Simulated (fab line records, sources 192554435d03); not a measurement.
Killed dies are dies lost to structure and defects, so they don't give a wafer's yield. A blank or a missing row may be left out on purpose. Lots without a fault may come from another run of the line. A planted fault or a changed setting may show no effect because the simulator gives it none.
Which tool did it? | flow n5_finfet | 24 lots, 72 wafers sampled, at 5 steps of a route of 1938

WHAT THE GAUGES READ, wafer by wafer
N5_STI_FIN_REVEAL_FIN_H_MEAS_10. Usual: trench_depth_nm 52.2 nm, standard deviation 0.73.
lot  | measured    | on     | trench_depth_nm (nm) | flag
L074 | day 2 13:39 | ocd-01 | 52.8 52.7 51.3       |
L075 | day 2 18:57 | ocd-02 | 53.8 51.8 53.7       |
L076 | day 3 01:17 | ocd-02 | 52.0 52.7 51.6       |
L077 | day 3 07:35 | ocd-01 | 52.1 51.4 52.2       |
L078 | day 3 13:00 | ocd-02 | 51.4 51.3 52.1       |
L079 | day 3 21:12 | ocd-02 | 53.1 53.0 51.6       |
L080 | day 4 05:19 | ocd-02 | 52.2 50.8 51.1       |
L081 | day 4 08:26 | ocd-01 | 51.9 52.3 51.8       |
L082 | day 4 13:29 | ocd-02 | 52.0 52.9 53.4       |
L083 | day 4 19:43 | ocd-01 | 52.2 52.5 51.9       |
L084 | day 5 02:29 | ocd-01 | 52.9 53.6 54.3       |
L085 | day 5 10:40 | ocd-02 | 50.6 51.3 50.7       |
L086 | day 5 14:51 | ocd-01 | 52.1 52.3 52.7       |
L087 | day 5 21:25 | ocd-02 | 52.4 52.0 51.7       |
L088 | day 6 01:26 | ocd-02 | 52.2 53.0 52.2       |
L089 | day 6 07:20 | ocd-02 | 51.7 52.1 52.1       |
L090 | day 6 12:58 | ocd-01 | 51.7 51.6 51.6       |
L091 | day 6 19:15 | ocd-01 | 52.1 52.0 52.9       |
L092 | day 7 01:13 | ocd-01 | 52.8 52.0 52.1       |
L093 | day 7 07:59 | ocd-01 | 52.2 53.0 52.6       |
L094 | day 7 13:42 | ocd-01 | 52.0 53.7 51.2       |
L095 | day 7 18:06 | ocd-02 | 51.9 52.9 51.3       |
L096 | day 8 02:13 | ocd-02 | 52.3 52.5 51.5       |
L097 | day 8 07:07 | ocd-01 | 52.8 51.2 51.8       |

N5_SD_EPI_N_CD_MEAS_09: target cd 120 nm. Usual: cd_nm 120.0 nm, standard deviation 0.67.
lot  | measured    | on        | cd_nm (nm)        | flag
L074 | day 3 02:30 | cd_sem-01 | 119.5 119.7 119.8 |
L075 | day 3 06:02 | cd_sem-01 | 118.9 119.6 118.8 |
L076 | day 3 12:17 | cd_sem-02 | 120.4 118.7 119.6 |
L077 | day 3 19:23 | cd_sem-02 | 118.5 119.5 120.4 |
L078 | day 4 00:46 | cd_sem-03 | 119.0 119.8 118.9 |
L079 | day 4 08:47 | cd_sem-01 | 119.6 120.3 119.2 |
L080 | day 4 17:35 | cd_sem-03 | 120.9 121.5 119.4 |
L081 | day 4 20:30 | cd_sem-03 | 119.9 119.3 120.5 |
L082 | day 5 00:29 | cd_sem-02 | 119.2 120.0 119.8 |
L083 | day 5 09:39 | cd_sem-03 | 120.5 121.4 120.2 |
L084 | day 5 14:53 | cd_sem-03 | 120.1 119.9 120.5 |
L085 | day 5 21:32 | cd_sem-01 | 118.8 119.3 120.0 |
L086 | day 6 04:10 | cd_sem-03 | 119.5 120.4 119.8 |
L087 | day 6 08:36 | cd_sem-03 | 120.9 119.8 120.5 |
L088 | day 6 14:20 | cd_sem-01 | 119.8 120.4 120.6 |
L089 | day 6 19:35 | cd_sem-03 | 121.9 121.3 121.1 |
L090 | day 7 01:50 | cd_sem-03 | 120.1 119.8 119.9 |
L091 | day 7 07:57 | cd_sem-01 | 119.8 119.4 120.3 |
L092 | day 7 12:26 | cd_sem-03 | 119.5 119.9 120.4 |
L093 | day 7 19:12 | cd_sem-02 | 119.9 120.6 120.7 |
L094 | day 8 00:44 | cd_sem-02 | 120.2 121.2 120.1 |
L095 | day 8 05:29 | cd_sem-03 | 119.6 119.9 120.7 |
L096 | day 8 13:06 | cd_sem-02 | 120.7 118.9 119.8 |
L097 | day 8 22:07 | cd_sem-03 | 120.1 119.3 118.9 |

N5_SD_ACTIVATION_RS_MEAS_03: measures by four-point-probe. Usual: RS_SD_N 21.85 ohm/sq, standard deviation 0.3; RS_SD_P 56.1 ohm/sq, standard deviation 0.96.
lot  | measured    | on            | RS_SD_N (ohm/sq)  | RS_SD_P (ohm/sq) | flag
L074 | day 3 11:35 | film_metro-02 | 22.41 22.50 22.16 | 56.8 57.8 56.8   |
L075 | day 3 16:33 | film_metro-01 | 21.55 21.55 21.47 | 56.2 56.7 57.6   |
L076 | day 3 22:18 | film_metro-02 | 21.85 22.37 21.82 | 56.8 57.6 58.0   |
L077 | day 4 05:19 | film_metro-02 | 21.99 21.89 21.46 | 55.6 56.0 56.0   |
L078 | day 4 09:33 | film_metro-01 | 22.05 22.04 21.92 | 56.4 56.3 57.1   |
L079 | day 4 17:34 | film_metro-01 | 21.94 21.81 21.65 | 56.5 57.3 56.5   |
L080 | day 5 02:28 | film_metro-01 | 21.97 21.58 21.93 | 56.2 56.8 56.9   |
L081 | day 5 05:29 | film_metro-02 | 21.83 22.36 22.28 | 56.3 56.7 56.2   |
L082 | day 5 09:55 | film_metro-02 | 22.01 21.65 21.67 | 54.8 54.9 54.3   |
L083 | day 5 18:31 | film_metro-02 | 21.41 21.79 21.83 | 55.7 57.3 57.6   |
L084 | day 6 00:29 | film_metro-02 | 21.60 22.18 22.17 | 57.1 56.7 56.5   |
L085 | day 6 07:01 | film_metro-02 | 21.62 22.17 22.12 | 55.9 56.5 55.3   |
L086 | day 6 13:02 | film_metro-02 | 21.50 21.54 21.60 | 56.2 56.1 56.5   |
L087 | day 6 17:21 | film_metro-02 | 21.62 21.74 21.57 | 54.2 54.7 54.9   |
L088 | day 7 00:52 | film_metro-02 | 21.60 21.75 21.70 | 55.5 56.1 56.2   |
L089 | day 7 06:21 | film_metro-02 | 22.13 22.29 22.04 | 57.4 56.2 56.5   |
L090 | day 7 11:18 | film_metro-01 | 21.83 22.00 22.01 | 56.8 56.6 57.5   |
L091 | day 7 18:53 | film_metro-02 | 22.49 22.24 22.26 | 56.4 55.4 55.5   |
L092 | day 7 22:00 | film_metro-02 | 21.57 21.61 21.50 | 55.3 54.7 54.6   |
L093 | day 8 06:31 | film_metro-02 | 21.42 21.57 21.80 | 55.1 54.4 54.8   |
L094 | day 8 09:56 | film_metro-01 | 21.30 21.80 21.64 | 56.8 55.8 56.3   |
L095 | day 8 14:01 | film_metro-01 | 21.97 21.68 21.70 | 56.2 55.5 55.8   |
L096 | day 9 02:07 | film_metro-02 | 21.63 21.67 22.29 | 55.0 55.1 54.8   |
L097 | day 9 07:06 | film_metro-02 | 21.41 21.50 21.32 | 55.9 55.1 54.7   |

WHICH TOOL RAN EACH LOT (tool, then ch and the chambers of the sampled wafers, then the start)
lot  | N5_SD_EPI_N_SD_RECESS_17        | N5_SD_EPI_P_ETCH_16
L074 | rie_si-06 ch 0,3, day 3 03:16   | rie_diel-03 ch 1,2,3, day 3 07:53
L075 | rie_si-03 ch 1,2, day 3 06:48   | rie_diel-04 ch 0,2, day 3 12:33
L076 | rie_si-01 ch 1,2,3, day 3 13:04 | rie_diel-06 ch 0,3, day 3 18:45
L077 | rie_si-01 ch 0,1,3, day 3 20:19 | rie_diel-03 ch 0,2, day 4 00:56
L078 | rie_si-06 ch 0,1, day 4 01:32   | rie_diel-06 ch 0,1,2, day 4 05:54
L079 | rie_si-06 ch 0,2,3, day 4 09:40 | rie_diel-06 ch 0,2,3, day 4 14:01
L080 | rie_si-01 ch 0,3, day 4 18:22   | rie_diel-06 ch 0,1,2, day 4 22:55
L081 | rie_si-06 ch 0,3, day 4 21:17   | rie_diel-03 ch 0,1,3, day 5 01:53
L082 | rie_si-01 ch 1,2, day 5 01:34   | rie_diel-06 ch 0,2,3, day 5 06:12
L083 | rie_si-03 ch 0,2,3, day 5 10:25 | rie_diel-03 ch 1,3, day 5 14:59
L084 | rie_si-06 ch 0,2,3, day 5 15:40 | rie_diel-04 ch 1,2, day 5 20:02
L085 | rie_si-03 ch 2,3, day 5 22:19   | rie_diel-06 ch 1,2, day 6 02:37
L086 | rie_si-03 ch 0,2,3, day 6 04:56 | rie_diel-06 ch 0,2,3, day 6 09:23
L087 | rie_si-06 ch 0,2,3, day 6 09:22 | rie_diel-03 ch 0,1, day 6 13:47
L088 | rie_si-06 ch 2,3, day 6 15:26   | rie_diel-04 ch 1,2,3, day 6 20:12
L089 | rie_si-06 ch 0,1,3, day 6 20:22 | rie_diel-04 ch 0,3, day 7 01:59
L090 | rie_si-03 ch 0,2,3, day 7 02:36 | rie_diel-03 ch 0,1,3, day 7 06:52
L091 | rie_si-01 ch 0,1, day 7 08:44   | rie_diel-03 ch 0,3, day 7 14:31
L092 | rie_si-01 ch 0,3, day 7 13:12   | rie_diel-04 ch 2,3, day 7 17:34
L093 | rie_si-03 ch 0,1,2, day 7 19:59 | rie_diel-03 ch 0,2, day 8 02:05
L094 | rie_si-03 ch 1,3, day 8 01:47   | rie_diel-03 ch 0,2, day 8 06:22
L095 | rie_si-06 ch 0,1,3, day 8 06:15 | rie_diel-03 ch 0,2, day 8 10:29
L096 | rie_si-06 ch 2,3, day 8 14:05   | rie_diel-04 ch 0,2,3, day 8 21:42
L097 | rie_si-03 ch 1,2,3, day 8 22:55 | rie_diel-06 ch 2,3, day 9 03:31
- N5_SD_EPI_N_SD_RECESS_17: chemistry HBr/Cl2/O2, target depth 41 nm, time 23.7 s, bt time 3 s.
- N5_SD_EPI_P_ETCH_16: etches SiO2 in CHF3/O2, target depth 5 nm.

WHAT THE TOOLS THEMSELVES READ (means of the sampled wafers that have a number; where no wafer has one, the mark that the record gives instead)
N5_SD_EPI_N_SD_RECESS_17. Usual: drypump_motor_current_A 5.5 A, standard deviation 0.39; oes_product_au 1.006 a.u., standard deviation 0.015; throttle_valve_pct 37.1 %, standard deviation 0.34.
lot  | tool      | drypump_motor_current_A (A) | oes_product_au (a.u.) | throttle_valve_pct (%) | flag
L074 | rie_si-06 | 5.5                         | 1.016                 | 37.3                   |
L075 | rie_si-03 | 5.6                         | 1.000                 | 37.4                   |
L076 | rie_si-01 | 5.3                         | 1.002                 | 36.9                   |
L077 | rie_si-01 | 5.5                         | 0.997                 | 36.9                   |
L078 | rie_si-06 | 5.2                         | 0.991                 | 36.7                   |
L079 | rie_si-06 | 5.6                         | 1.018                 | 37.2                   |
L080 | rie_si-01 | 5.6                         | 1.005                 | 37.2                   |
L081 | rie_si-06 | 5.5                         | 1.015                 | 37.3                   |
L082 | rie_si-01 | 5.3                         | 1.002                 | 36.8                   |
L083 | rie_si-03 | 5.5                         | 0.997                 | 37.2                   |
L084 | rie_si-06 | 5.7                         | 1.019                 | 37.2                   |
L085 | rie_si-03 | 5.6                         | 1.007                 | 37.2                   |
L086 | rie_si-03 | 5.5                         | 1.008                 | 37.2                   |
L087 | rie_si-06 | 5.7                         | 1.018                 | 37.2                   |
L088 | rie_si-06 | 5.9                         | 1.022                 | 37.2                   |
L089 | rie_si-06 | 5.5                         | 1.009                 | 37.0                   |
L090 | rie_si-03 | 5.5                         | 1.010                 | 37.2                   |
L091 | rie_si-01 | 5.8                         | 0.993                 | 36.8                   |
L092 | rie_si-01 | 5.6                         | 1.006                 | 37.2                   |
L093 | rie_si-03 | 5.6                         | 0.996                 | 37.2                   |
L094 | rie_si-03 | 5.2                         | 1.011                 | 37.4                   |
L095 | rie_si-06 | 5.5                         | 1.002                 | 37.0                   |
L096 | rie_si-06 | 6.0                         | 1.025                 | 37.3                   |
L097 | rie_si-03 | 5.5                         | 1.012                 | 37.3                   |

N5_SD_EPI_P_ETCH_16. Usual: drypump_motor_current_A 5.9 A, standard deviation 0.37; oes_product_au 0.74 a.u., standard deviation 0.058; rf_vpp_V 523 V, standard deviation 7.7; showerhead_plenum_p_Torr 2.44 Torr, standard deviation 0.067; throttle_valve_pct 19.02 %, standard deviation 0.24.
lot  | tool        | drypump_motor_current_A (A) | oes_product_au (a.u.) | rf_vpp_V (V) | showerhead_plenum_p_Torr (Torr) | throttle_valve_pct (%) | flag
L074 | rie_diel-03 | 6.0                         | 0.76                  | 522          | 2.45                            | 18.82                  |
L075 | rie_diel-04 | 6.3                         | 0.78                  | 532          | 2.47                            | 18.89                  |
L076 | rie_diel-06 | 5.6                         | 0.73                  | 525          | 2.38                            | 19.26                  |
L077 | rie_diel-03 | 6.0                         | 0.76                  | 528          | 2.45                            | 19.06                  |
L078 | rie_diel-06 | 5.4                         | 0.79                  | 522          | 2.40                            | 19.02                  |
L079 | rie_diel-06 | 5.6                         | 0.77                  | 521          | 2.35                            | 19.08                  |
L080 | rie_diel-06 | 5.4                         | 0.78                  | 522          | 2.40                            | 19.02                  |
L081 | rie_diel-03 | 6.1                         | 0.71                  | 525          | 2.49                            | 18.99                  |
L082 | rie_diel-06 | 5.6                         | 0.76                  | 520          | 2.35                            | 19.09                  |
L083 | rie_diel-03 | 5.9                         | 0.69                  | 519          | 2.48                            | 18.92                  |
L084 | rie_diel-04 | 6.3                         | 0.73                  | 525          | 2.52                            | 19.04                  |
L085 | rie_diel-06 | 5.4                         | 0.79                  | 515          | 2.41                            | 18.93                  |
L086 | rie_diel-06 | 5.6                         | 0.76                  | 520          | 2.35                            | 19.10                  |
L087 | rie_diel-03 | 5.9                         | 0.70                  | 522          | 2.49                            | 19.07                  |
L088 | rie_diel-04 | 6.0                         | 0.73                  | 524          | 2.50                            | 19.11                  |
L089 | rie_diel-04 | 5.8                         | 0.83                  | 533          | 2.46                            | 18.66                  |
L090 | rie_diel-03 | 6.1                         | 0.69                  | 524          | 2.48                            | 19.02                  |
L091 | rie_diel-03 | 6.2                         | 0.68                  | 530          | 2.47                            | 19.11                  |
L092 | rie_diel-04 | 5.7                         | 0.72                  | 524          | 2.48                            | 19.20                  |
L093 | rie_diel-03 | 5.9                         | 0.79                  | 526          | 2.40                            | 18.95                  |
L094 | rie_diel-03 | 5.9                         | 0.79                  | 525          | 2.40                            | 18.95                  |
L095 | rie_diel-03 | 6.0                         | 0.74                  | 528          | 2.44                            | 19.12                  |
L096 | rie_diel-04 | 5.9                         | 0.75                  | 529          | 2.46                            | 18.94                  |
L097 | rie_diel-06 | 5.8                         | 0.74                  | 515          | 2.31                            | 19.08                  |

THE ANSWER, worked out from the rows above alone
Rule: a lot is off if the mean of its wafers that have a number lies more than 3 standard deviations from the usual mean. A lot without any number at a reading at which 4 lots or more have one is off too. The other lots that the step has rows for count as sound. The gauges are gone through in route order, then the tools' own readings, and for those a lot's mean is taken as printed above. The first step at which some lot is off is used, and at that step the reading that is off furthest; a lot without a number counts as furthest.
No lot is off at any reading shown: from this, nothing can be told.

WHAT THE SIMULATOR HAD PUT IN
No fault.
